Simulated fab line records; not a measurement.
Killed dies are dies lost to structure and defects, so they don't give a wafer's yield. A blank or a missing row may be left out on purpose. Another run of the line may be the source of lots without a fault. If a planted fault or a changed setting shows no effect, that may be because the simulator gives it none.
fab line records | flow n5_finfet
record lots=4 | wafers=12 | last_day=20
route steps=1938 shown BEOL_M10@1478 PASSIVATION@1936
lots untouched by any fault: they come from a run of this same line in which no faults occurred
start_h: the number of hours between the record's first day and the start of the first shown wafer of the lot | wait_h: how many hours have passed since the lot's step before this one | " unchanged from the row above | L1.1+2: a row that stands for several wafers | - no value present, or no start provided | * or withheld: withheld | < > ~ a bound
route shown NAME@n: NAME is a module with steps in the file, n the number in the route of the first one | usual: mean/standard deviation taken from wafers without a fault | same: alike in all rows | chamber/n: place in a boat | sites: per-site readings | _std_site: the values' standard deviation | _edge_site: inner sites' mean taken away from outer sites' mean | radius_mm: for every site, how far away it sits from the centre of the wafer | mask NAME#n: copy n | behind: the tool/chamber that last shaped the wafer | hold: why the lot went on hold/how many hours it stayed there/how the hold came to an end | device: the n, p or np transistor that did not switch | end of line: tests run on the same wafers once the route is complete | step lacking rows: just its recipe | killed: dies lost to structure and defects at the first sort, not the wafer's yield | map: a wafer's dies, x killed, . not, _ none there
set.NAME: the setting the step ran with; set.NAME@STEP: the setting that earlier step ran with | model.NAME: the simulator's own value behind a step, which no gauge read
a table for each step, a row for each wafer; lots at some steps of the route
services: a tool's chamber out of use, with start hour (start_h, from the record's first day; less than 0 if before it), hours out, and reason
## steps
# step N5_BEOL_M10_EBR_07
# recipe solvent=PGMEA | ebr_width_mm=1.5
# step N5_BEOL_M10_SOFTBAKE_06
# recipe temp_c=110 | time_s=60 | resist=CAR-ArF
# step N5_BEOL_M10_EXPOSE_08
# recipe mask_id=M10 | na=1.35 | source_shape=dipole | sigma_inner=0.411 | sigma_outer=0.611 | polarization=te | dose_mj=53.75
# step N5_BEOL_M10_PEB_09
# recipe peb_temp_c=withheld | peb_time_s=60 | resist=CAR-ArF
# step N5_BEOL_M10_DEVELOP_10
# recipe develop_time_s=30 | developer=TMAH | resist=CAR-ArF | rinse_liquid=diw | dry=air_spin | dev_temp_c=23
# step N5_BEOL_M10_DESCUM_16
# recipe chemistry=O2 | time_s=7.9 | source_power_w=50 | bias_power_w=20 | pressure_mtorr=20 | rf_frequency_hz=2.712e+07 | temp_c=40 | resist=CAR-ArF | o2_flow_sccm=225
# step N5_BEOL_M10_ETCH_61
# recipe chemistry=CF4 | target=SiARC | target_depth_a=390 | mask_material=CAR-ArF | time_s=65 | ion_energy_ev=80 | pressure_mtorr=40 | source_w=545 | bias_w=36 | Ar_flow_sccm=100 | cf4_flow_sccm=100 | ends=cleared
# step N5_BEOL_M10_ETCH_62
# recipe chemistry=N2/H2 | target=SOC | target_depth_a=1100 | overetch_a=220 | mask_material=SiARC | temp_c=40 | time_s=165 | ion_energy_ev=200 | pressure_mtorr=30 | source_w=840 | bias_w=150 | n2_flow_sccm=200 | h2_flow_sccm=200
# step N5_BEOL_M10_STRIP_68
# recipe chemistry=N2/H2 | temp_c=40 | n2_flow_sccm=200 | h2_flow_sccm=200 | rf_frequency_hz=6e+07
# step N5_BEOL_M10_STRIP_67
# recipe chemistry=CF4 | resist=SiARC | power_w=300 | bias_power_w=75 | pressure_mtorr=50 | cf4_flow_sccm=150 | rf_frequency_hz=6e+07
# usual drypump_motor_current_A=5.6/0.41 | oes_product_au=0.79/0.087 | rf_vpp_V=271.0/1.6 | showerhead_plenum_p_Torr=1.78/0.066 | throttle_valve_pct=13.56/0.3
lot.wafer | tool        | chamber | start_h | wait_h | drypump_motor_current_A | oes_product_au | rf_hours_counter_h | rf_vpp_V | showerhead_plenum_p_Torr | throttle_valve_pct
L784.2    | rie_diel-01 | 3       | 288.37  | 0.0    | 5.0                     | 0.74           | 178                | 269.2    | 1.72                     | 13.81
L784.3    | "           | 2       | "       | "      | 5.2                     | 0.69           | 241                | 271.4    | 1.74                     | 13.72
L784.5    | "           | 2       | "       | "      | 5.1                     | 0.69           | -                  | 272.1    | 1.74                     | 13.71
L797.2    | rie_diel-01 | 0       | 369.72  | 0.0    | 6.2                     | 0.87           | 42                 | 272.3    | 1.82                     | 13.35
L797.4    | "           | 1       | "       | "      | 5.8                     | 0.75           | 178                | 272.2    | 1.85                     | 13.49
L797.6    | "           | 3       | "       | "      | 5.0                     | 0.72           | -                  | 269.0    | 1.72                     | 13.85
L795.2    | rie_diel-01 | 0       | 378.00  | 0.0    | 6.2                     | 0.86           | 45                 | 272.0    | 1.82                     | 13.36
L795.4    | "           | 1       | "       | "      | 5.8                     | 0.74           | 181                | 272.7    | 1.85                     | 13.49
L795.6    | "           | 1       | "       | "      | 5.8                     | 0.74           | -                  | 271.8    | 1.85                     | 13.51
L800.1    | rie_diel-05 | 0       | 409.05  | 0.0    | 5.1                     | 0.91           | 14                 | 273.2    | 1.88                     | 13.03
L800.3    | "           | 1       | "       | "      | 6.1                     | 0.72           | 204                | 268.8    | 1.76                     | 13.89
L800.6    | "           | 0       | "       | "      | 5.1                     | 0.91           | -                  | 273.4    | 1.88                     | 13.04
# step N5_BEOL_M10_HM_OPEN_17
# recipe chemistry=Cl2/BCl3 | target_depth_a=200 | overetch_a=60 | target=TiN | mask_material=SOC | ion_energy_ev=150 | pressure_mtorr=10 | icp_w=1000 | bias_w=126 | Cl2_flow_sccm=53.25 | bcl3_flow_sccm=21.75 | Ar_flow_sccm=25
# step N5_BEOL_M10_STRIP_19
# recipe chemistry=O2 | power_w=400 | temp_c=40 | pressure_mtorr=30 | rf_frequency_hz=6e+07 | bias_power_w=0 | overash_fraction=0.2 | o2_flow_sccm=225
# step N5_BEOL_M10_COAT_63
# recipe resist=SOC | temp_c=250 | time_s=60 | spin_rpm=1500 | resist_thk_nm=100
# step N5_BEOL_M10_COAT_64
# recipe resist=SiARC | temp_c=220 | time_s=60 | spin_rpm=1500 | resist_thk_nm=30
# step N5_BEOL_M10_COAT_22
# recipe resist=CAR-ArF | spin_rpm=1500 | resist_thk_nm=90
# step N5_BEOL_M10_EBR_24
# recipe solvent=PGMEA | ebr_width_mm=1.5
# step N5_BEOL_M10_SOFTBAKE_23
# recipe temp_c=110 | time_s=60 | resist=CAR-ArF
# step N5_BEOL_M10_EXPOSE_25
# recipe mask_id=V9 | na=1.35 | source_shape=annular | sigma_inner=0.5 | sigma_outer=0.8 | polarization=unpolarized | dose_mj=85.5
# step N5_BEOL_M10_PEB_26
# recipe peb_temp_c=withheld | peb_time_s=60 | resist=CAR-ArF
# step N5_BEOL_M10_DEVELOP_27
# recipe develop_time_s=30 | developer=TMAH | resist=CAR-ArF | rinse_liquid=diw | dry=air_spin | dev_temp_c=23
# step N5_BEOL_M10_INSPECT_30
# recipe mode=adi | inspect_instrument=brightfield
# usual raw_defect_count=412/83
lot.wafer | tool              | chamber | start_h | wait_h | raw_defect_count
L784.2    | defect_inspect-01 | -       | 291.01  | 0.0    | 526
L784.3    | "                 | -       | "       | "      | 338
L784.5    | "                 | -       | "       | "      | 456
L797.2    | defect_inspect-02 | -       | 370.40  | 0.0    | 372
L797.4    | "                 | -       | "       | "      | 1390
L797.6    | "                 | -       | "       | "      | 349
L795.2    | defect_inspect-02 | -       | 383.50  | 0.0    | 496
L795.4    | "                 | -       | "       | "      | 1246
L795.6    | "                 | -       | "       | "      | 1135
L800.1    | defect_inspect-02 | -       | 413.50  | 0.0    | 451
L800.3    | "                 | -       | "       | "      | 436
L800.6    | "                 | -       | "       | "      | 404
# step N5_BEOL_M10_DESCUM_33
# recipe chemistry=O2 | time_s=7.9 | source_power_w=50 | bias_power_w=20 | pressure_mtorr=20 | rf_frequency_hz=2.712e+07 | temp_c=40 | resist=CAR-ArF | o2_flow_sccm=225
# step N5_PASSIVATION_PROBE_49
# usual defect_limited_yield=91.2/1.5 | killed_at_M0_to_M3=36/10 | killed_at_M4_up=14/5.2 | killed_at_contacts=12/6 | killed_at_front_end=37/10 | killed_at_other=4/3.3 | killed_dies=104/18 | killed_on_rim=14/4.1 | killed_open=68/14 | killed_short=34/7.4 | sort_bin_4_leakage=0.01/0.04 | sort_bin_5_function=5.2/1 | sort_bin_6_memory=3.3/0.7 | sort_bin_8_speed=0.01/0.045 | sort_n_pass=1076/18 | sort_yield_pct=91.2/1.5
# same gross_dies=1180 | killed_at_back_side=0
lot.wafer | tool      | chamber | start_h | wait_h | defect_limited_yield[%] | killed_at_M0_to_M3 | killed_at_M4_up | killed_at_contacts | killed_at_front_end | killed_at_other | killed_dies | killed_on_rim | killed_open | killed_short | sort_bin_4_leakage[%] | sort_bin_5_function[%] | sort_bin_6_memory[%] | sort_bin_8_speed[%] | sort_n_pass | sort_yield_pct[%]
L784.2    | prober-01 | -       | 344.35  | 0.1    | 92.8                    | 41                 | 13              | 9                  | 21                  | 1               | 85          | 10            | 60          | 24           | 0                     | 4.5                    | 2.5                  | 0                   | 1095        | 92.8
L784.3    | prober-01 | -       | 344.40  | 0.1    | 92.2                    | 34                 | 11              | 13                 | 30                  | 4               | 92          | 12            | 60          | 32           | 0                     | 4.7                    | 2.6                  | 0                   | 1088        | 92.2
L784.5    | prober-01 | -       | 344.50  | 0.2    | 90.1                    | 43                 | 18              | 8                  | 45                  | 3               | 117         | 11            | 82          | 34           | 0                     | 6.1                    | 3.6                  | 0                   | 1063        | 90.1
L797.2    | prober-02 | -       | 439.47  | 0.1    | 88.9                    | 74                 | 11              | 7                  | 28                  | 11              | 131         | 12            | 96          | 34           | 0                     | 6.3                    | 4.6                  | 0                   | 1049        | 88.9
L797.4    | prober-02 | -       | 439.57  | 0.2    | 85.0                    | 38                 | 91              | 7                  | 38                  | 3               | 177         | 32            | 76          | 28           | 0                     | 8.6                    | 3.6                  | 0                   | 1003        | 85.0
L797.6    | prober-02 | -       | 439.67  | 0.3    | 92.1                    | 38                 | 18              | 8                  | 27                  | 2               | 93          | 17            | 67          | 26           | 0                     | 4.6                    | 3.1                  | 0                   | 1087        | 92.1
L795.2    | prober-01 | -       | 470.39  | 0.1    | 91.6                    | 29                 | 19              | 7                  | 41                  | 3               | 99          | 14            | 60          | 35           | 0                     | 5.1                    | 2.9                  | 0.17                | 1079        | 91.4
L795.4    | prober-01 | -       | 470.49  | 0.2    | 82.8                    | 35                 | 83              | 15                 | 64                  | 6               | 203         | 33            | 95          | 38           | 0                     | 9.5                    | 5.4                  | 0                   | 977         | 82.8
L795.6    | prober-01 | -       | 470.59  | 0.3    | 83.8                    | 34                 | 102             | 16                 | 35                  | 4               | 191         | 27            | 79          | 31           | 0                     | 9.7                    | 4.2                  | 0                   | 989         | 83.8
L800.1    | prober-02 | -       | 488.66  | 0.0    | 90.1                    | 42                 | 8               | 25                 | 28                  | 14              | 117         | 16            | 82          | 32           | 0.08                  | 5.6                    | 3.9                  | 0                   | 1062        | 90.0
L800.3    | prober-02 | -       | 488.76  | 0.1    | 92.6                    | 35                 | 7               | 27                 | 16                  | 2               | 87          | 9             | 65          | 21           | 0                     | 4.9                    | 2.2                  | 0                   | 1093        | 92.6
L800.6    | prober-02 | -       | 488.91  | 0.3    | 88.9                    | 55                 | 11              | 9                  | 43                  | 13              | 131         | 20            | 74          | 47           | 0                     | 6.5                    | 4.4                  | 0                   | 1049        | 88.9
# killed by level:class
L784.2 BEOL_M0_SAQP:geometric_particle:open=11 BEOL_M2:geometric_particle:open=10 MOL_CONTACT_COAG:geometric_particle:open=6 BEOL_M3:geometric_particle:open=6 BEOL_M4:geometric_particle:open=5 BEOL_M0_SAQP:geometric_particle:short=4 BEOL_M3:geometric_particle:short=4 FIN_SAQP:geometric_particle:open=3
L784.3 BEOL_M1:geometric_particle:open=12 MOL_CONTACT_COAG:geometric_particle:open=10 BEOL_M0_SAQP:geometric_particle:open=9 DUMMY_GATE:geometric_particle:open=6 GATE_CUT:geometric_particle:short=4 BEOL_M2:geometric_particle:open=4 BEOL_M3:geometric_particle:open=4 STARTING-WAFER:geometric_particle:short=4
L784.5 BEOL_M2:geometric_particle:open=12 BEOL_M3:geometric_particle:open=12 FIN_SAQP:geometric_particle:short=11 FIN_SAQP:geometric_particle:open=8 MOL_CONTACT_COAG:geometric_particle:open=7 BEOL_M4:geometric_particle:open=7 STI_FIN_REVEAL:geometric_particle:open=6 BEOL_M0_SAQP:geometric_particle:short=5
L797.2 BEOL_M1:geometric_particle:open=19 BEOL_M3:geometric_particle:open=11 BEOL_M0_SAQP:geometric_particle:short=10 BEOL_M0_SAQP:geometric_particle:open=10 BEOL_M2:geometric_particle:open=8 STI_FIN_REVEAL:geometric_particle:open=7 MOL_CONTACT_COAG:geometric_particle:open=7 PASS1_CAP:geometric_particle:open=6
L797.4 BEOL_M10:unspecified=73 FIN_SAQP:geometric_particle:open=10 BEOL_M2:geometric_particle:open=9 STI_FIN_REVEAL:geometric_particle:open=9 BEOL_M1:geometric_particle:open=9 BEOL_M0_SAQP:geometric_particle:short=6 MOL_CONTACT_COAG:geometric_particle:open=5 BEOL_M3:geometric_particle:open=5
L797.6 BEOL_M3:geometric_particle:open=11 BEOL_M2:geometric_particle:open=9 BEOL_M1:geometric_particle:open=8 BEOL_M4:geometric_particle:open=8 DUMMY_GATE:geometric_particle:open=7 MOL_CONTACT_COAG:geometric_particle:open=6 FIN_SAQP:geometric_particle:open=5 STI_FIN_REVEAL:geometric_particle:open=4
L795.2 BEOL_M0_SAQP:geometric_particle:short=9 BEOL_M4:geometric_particle:open=7 FIN_SAQP:geometric_particle:short=6 FIN_SAQP:geometric_particle:open=6 STI_FIN_REVEAL:geometric_particle:open=6 BEOL_M0_SAQP:geometric_particle:open=6 DUMMY_GATE:geometric_particle:open=5 GATE_CUT:geometric_particle:short=5
L795.4 BEOL_M10:unspecified=70 STI_FIN_REVEAL:geometric_particle:open=23 MOL_CONTACT_COAG:geometric_particle:open=14 FIN_SAQP:geometric_particle:open=13 BEOL_M3:geometric_particle:open=11 FIN_SAQP:geometric_particle:short=11 BEOL_M2:geometric_particle:open=6 BEOL_M0_SAQP:geometric_particle:short=5
L795.6 BEOL_M10:unspecified=81 MOL_CONTACT_COAG:geometric_particle:open=15 FIN_SAQP:geometric_particle:open=10 BEOL_M0_SAQP:geometric_particle:open=9 BEOL_M5:geometric_particle:open=8 BEOL_M0_SAQP:geometric_particle:short=6 STI_FIN_REVEAL:geometric_particle:open=5 BEOL_M1:geometric_particle:open=5
L800.1 MOL_CONTACT_COAG:geometric_particle:open=25 FIN_SAQP:geometric_particle:open=11 BEOL_M0_SAQP:geometric_particle:short=11 BEOL_M2:geometric_particle:open=9 BEOL_M0_SAQP:geometric_particle:open=8 BEOL_M3:geometric_particle:open=6 STI_FIN_REVEAL:geometric_particle:open=4 MIM_TOP_ETCH:geometric_particle:open=4
L800.3 MOL_CONTACT_COAG:geometric_particle:open=22 BEOL_M2:geometric_particle:open=7 FIN_SAQP:geometric_particle:open=6 BEOL_M1:geometric_particle:open=6 BEOL_M0_SAQP:geometric_particle:open=6 STI_FIN_REVEAL:geometric_particle:open=5 MOL_CONTACT_COAG:geometric_particle:short=5 BEOL_M0_SAQP:geometric_particle:short=5
L800.6 BEOL_M0_SAQP:geometric_particle:open=16 BEOL_M0_SAQP:geometric_particle:short=15 FIN_SAQP:geometric_particle:short=14 FIN_SAQP:geometric_particle:open=12 PASSIVATION:area_etch=8 DUMMY_GATE:geometric_particle:open=6 MOL_CONTACT_COAG:geometric_particle:open=6 BEOL_M3:geometric_particle:open=6
# map L795.4 (x killed, . not)
_________________.xx.......x.________________
______________.............x...._____________
___________............x..........x__________
__________x.........x..x............_________
________.xx........x......x........x.._______
_______...............x............x...______
______........................x...x....._____
_____...................x.x....x.......x.____
____....................x....x..........x.___
___................x..........xx...........__
___.................xx.....................__
__.....x..x.x..xx.xx.......x..x.....x....x.._
__..x.x...x...x...x.....x......x.........x.._
_.x...................x......x...............
_xxx..x....xx....x................x..........
_.x.x.xxxx..........x..x...x.xx......x.......
_xxxxxxx...........xx..................x.....
_xxxxxxxxx....x..........................x...
_xxxxxxx....................x................
_xxxxxxx..............x......................
_xxxxxxxxx...x........x...........x...x..xx..
__xxxxxxx..x......x......x...........x....xx_
__xxxxxxxxx.............x................xx._
___xxxxx.x.xx.x.......x....x.......x....x..__
___xxxx....x...x...x.......x...........x...__
____...xx.......................x.......x.___
_____................x............x....x.____
______.xx...x.....x.........x....xx.x.x._____
_______...x.x..........x...............______
________...xx.....x...x..............._______
__________..x.....................x._________
___________.........xx........x....__________
______________......xx......x..._____________
_________________.........x..________________
# map L797.4 (x killed, . not)
_________________..x.x.......________________
______________.x..x...x........._____________
___________.....x..................__________
__________....x....................._________
________.............................._______
_______.x..............................______
______.......x..x......x.....x.........._____
_____..x....x...........x............x...____
____.x..............x......x.x........x...___
___............................x.......x...__
___..x...x....x..x.......................x.__
__.......x...x.x.xx....x...x........x......._
__........x..................xx.x........x.._
_....x...........................xx......x...
_x..xx..x.xx..xxx...........x.....x..........
_x.x.xx..x..................x.........x...x..
_xxxxxx...........x..........x...x...........
_xxxxxx.................................x....
_xxxxxxxx.x.........................x........
_xxxxxxxxxx..................................
_xxxxxxxxx......................x.....xx....x
__xxxxxxx......................x.......x...._
__xxxxxxxxx.x.......x..x.x..........x..x...._
___xxxx.x..................................__
___xxx....x...............x................__
____xxx..........................x........___
_____.x.....x..x.....x........x..........____
______......................x..........x_____
_______..............x.....x.....x...x.______
________..............x.x............._______
__________.....x..............x....._________
___________.........x........x..x.x__________
______________......x..x.......x_____________
_________________x.xx.......x________________
## services
tool        | chamber | start_h | hours | kind
rie_diel-05 | 2       | 269.41  | -     | clean
rie_diel-05 | 2       | 269.41  | -     | consumable_replace:focus_ring
rie_diel-05 | 2       | 269.41  | 16.1  | scheduled_down
rie_diel-05 | 2       | 269.41  | 16.1  | vent_cycle
rie_diel-05 | 1       | 286.76  | 30.4  | repair
rie_diel-01 | 1       | 313.20  | 6.2   | repair
rie_diel-01 | 2       | 319.40  | -     | clean
rie_diel-01 | 2       | 319.40  | -     | consumable_replace:focus_ring
rie_diel-01 | 2       | 319.40  | 19.2  | scheduled_down
rie_diel-01 | 2       | 319.40  | 19.2  | vent_cycle
rie_diel-05 | 0       | 350.11  | -     | clean
rie_diel-05 | 0       | 350.11  | -     | consumable_replace:focus_ring
rie_diel-05 | 0       | 350.11  | -     | consumable_replace:showerhead
rie_diel-05 | 0       | 350.11  | 16.8  | scheduled_down
rie_diel-05 | 0       | 350.11  | 16.8  | vent_cycle
rie_diel-01 | -       | 351.84  | 15.6  | pm
## key
first_sign step=N5_BEOL_M10_INSPECT_30 | reading=raw_defect_count | direction=up | sigmas=10 | usual=412 | struck=1257
effect step=N5_PASSIVATION_PROBE_49 | reading=killed_at_M4_up | direction=up | sigmas=15 | usual=14 | struck=92
more_kills_born_at N5_BEOL_M10_STRIP_67@rie_diel-01=224
met_at N5_BEOL_M10_STRIP_67
struck_wafers L795.4,L795.6,L797.4
fault kind=chamber_particle_source | tool=rie_diel-01 | chamber=1 | onset_h=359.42 | steps=N5_BEOL_M10_STRIP_67 | rate_per_visit_cm2=1.2975 | end_h=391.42
